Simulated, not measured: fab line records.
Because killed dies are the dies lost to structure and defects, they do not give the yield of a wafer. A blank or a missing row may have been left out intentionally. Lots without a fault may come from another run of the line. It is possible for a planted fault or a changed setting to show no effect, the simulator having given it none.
A struck lot beside a sound one + flow n5 finfet + 36 out of 1938 route steps
Sound: wafers L637.1, L637.3, L637.6. Struck: wafer L643.6. (L643.1 of the same lot was not struck and is left out.) The cause comes at the end.
Order at every step that has rows: each side's tool, ch and its chambers, its first start. Under that, the readings that differ: sound wafers + struck wafers + difference of the means + sigmas: that difference in standard deviations of wafers without a fault.
alike: words and numbers the same on both sides, and readings whose means are apart by under 2 such deviations; not compared: readings that were withheld, readings missing a value for some wafer, numbers with overlapping values and no deviation given by the record, and bounds like >300 which may hide the same value.
A row with sigmas, a row that says differs or no value, or rows on one side alone: a step with any of these is where the two part. When numbers do not overlap yet have no deviation, they are printed without sigmas and do not part them. A reading that every wafer of one side lacks parts them only if that side has two wafers or more.

first, 9 steps without rows for these wafers: N5_BEOL_M13_COAT_22 (resist thk 300 nm); N5_BEOL_M13_EBR_24; N5_BEOL_M13_SOFTBAKE_23 (time 60 s); N5_BEOL_M13_EXPOSE_25 (exposes mask M13, target cd 210 nm); N5_BEOL_M13_PEB_26 (peb time 90 s); N5_BEOL_M13_DEVELOP_27 (develop time 45 s); N5_BEOL_M13_HARDBAKE_32 (time 120 s); N5_BEOL_M13_DESCUM_33 (chemistry O2, time 7.9 s); N5_BEOL_M13_ETCH_67 (etches SiARC in CF4, target depth 143 nm, time 238.3 s).
N5_BEOL_M13_ETCH_68: etches SOC in N2/H2, time 355 s.
  sound on rie diel-06 ch 1,3, day 15 03:17; struck on rie diel-06 ch 1, day 16 19:17
| reading                                     | sound             | struck | difference | sigmas |
|---------------------------------------------|-------------------|--------|------------|--------|
| oes product au (a.u.)                       | 0.69 0.70 0.70    | 1.37   | +0.67      | +6     |
| rf vpp V (V)                                | 520.0 519.7 518.0 | 528.7  | +9.5       | +3     |
| showerhead plenum p Torr (Torr)             | 2.39 2.41 2.39    | 2.70   | +0.30      | +3     |
| throttle valve pct (%)                      | 17.66 18.13 17.66 | 17.21  | -0.61      | -2     |
| model.SiARC_of_BEOL_M13_COAT_66.thk nm (nm) | 77.6 77.2 77.4    | 54.2   | -23.2      |        |
| model.BEOL_M13.cd nm (nm)                   | 207.4 209 207     | 219.8  | +12.0      |        |
  alike: bias w, chamber pressure mTorr, drypump motor current A
  not compared: rf hours counter h
then, 4 steps without rows for these wafers: N5_BEOL_M13_STRIP_69 (strips in N2/H2); N5_BEOL_M13_TRENCH_ETCH_34 (etches SiOC in C4F8/O2/Ar, target depth 413.47 nm, time 162.6 s); N5_BEOL_M13_STRIP_70 (strips in C4F8/O2/Ar); N5_BEOL_M13_STRIP_37 (strips in N2/H2).
N5_BEOL_M13_ETCH_38: etches SiCN in CF4/N2, target depth 67.5 nm, time 71.9 s.
  sound on rie diel-04 ch 0,1,3, day 15 07:01; struck on rie diel-06 ch 3, day 16 20:54
| reading                   | sound             | struck | difference | sigmas |
|---------------------------|-------------------|--------|------------|--------|
| oes product au (a.u.)     | 0.98 0.86 0.91    | 0.69   | -0.23      | -2     |
| throttle valve pct (%)    | 15.13 15.22 15.23 | 15.87  | +0.68      | +3     |
| model.BEOL_M13.cd nm (nm) | 207.4 208.6 206.8 | 220    | +12        |        |
  alike: bias w, chamber pressure mTorr, drypump motor current A, rf vpp V, showerhead plenum p Torr
  not compared: rf hours counter h
then, 19 steps without rows for these wafers: N5_BEOL_M13_PRECLEAN_39 (cleans in residue remover, time 60 s); N5_BEOL_M13_SRD_40 (time 30 s, dry time 30 s); N5_BEOL_M13_DEGAS_41 (time 60 s); N5_BEOL_M13_PRE_CLEAN_42 (time 30 s); N5_BEOL_M13_SPUTTER_43 (material TaN, target thk 15 nm, time 24.19 s); N5_BEOL_M13_SPUTTER_44 (material Ta, target thk 10 nm, time 16.13 s); N5_BEOL_M13_SPUTTER_45 (material Cu, target thk 80 nm, time 13.33 s); N5_BEOL_M13_ECD_47 (material Cu, target thk 936 nm); N5_BEOL_M13_ANNEAL_48 (time 90 s); N5_BEOL_M13_CMP_49 (polishes, stops on SiOC, t overpolish 17.1 s, target thk 420 nm); N5_BEOL_M13_PRE_CLEAN_52 (time 15 s); N5_BEOL_M13_DEP_53 (deposits SiCN from 3MS/NH3, target thk 50 nm, time 17.8 s); N5_BEOL_M14_ILD_DEP_00 (deposits SiO2 from TEOS/O2, target thk 1119.3 nm, time 237.4 s); N5_BEOL_M14_COAT_58 (time 60 s, resist thk 89 nm); N5_BEOL_M14_COAT_04 (resist thk 800 nm); N5_BEOL_M14_EBR_06; N5_BEOL_M14_SOFTBAKE_05 (time 60 s); N5_BEOL_M14_EXPOSE_07 (exposes mask V13); N5_BEOL_M14_PEB_08 (peb time 90 s).
N5_BEOL_M15_RC_MEAS_101:
  sound on prober-02 ch 0, day 15 22:17; struck on prober-01 ch 0, day 17 11:53
| reading                    | sound                   | struck  | difference | sigmas |
|----------------------------|-------------------------|---------|------------|--------|
| COMB_M13 (S/m)             | 4.6e-12 3.3e-12 4.7e-12 | 6.2e-12 | +2.0e-12   | +2     |
| SERP_M13 (ohm/um)          | 0.321 0.318 0.326       | 0.272   | -0.050     | -6     |
| SERP_M13_max_site (ohm/um) | 0.326 0.323 0.328       | 0.275   | -0.051     | -6     |
| SERP_M6 (ohm/um)           | 12.8 12.6 13.3          | 14.4    | +1.5       | +2     |
  alike: COMB_M10, COMB_M11, COMB_M12, COMB_M14, COMB_M15, COMB_M5, COMB_M6, COMB_M7, COMB_M8, COMB_M9, SERP_M10, SERP_M11, SERP_M12, SERP_M14, SERP_M5, SERP_M7, SERP_M8, SERP_M9, SERP_M9_max_site
N5_PASSIVATION_PROBE_49:
  the record holds rows for the sound wafers here (prober-02, day 16 11:46) but none for the struck ones

## WHERE THEY PART
Last at N5_PASSIVATION_PROBE_49 as far as this record goes, first at N5_BEOL_M13_ETCH_68.

WHY: the cause the simulator had injected
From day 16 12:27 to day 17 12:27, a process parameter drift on rie diel-06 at N5_BEOL_M13_ETCH_68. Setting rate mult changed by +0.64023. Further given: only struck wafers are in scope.
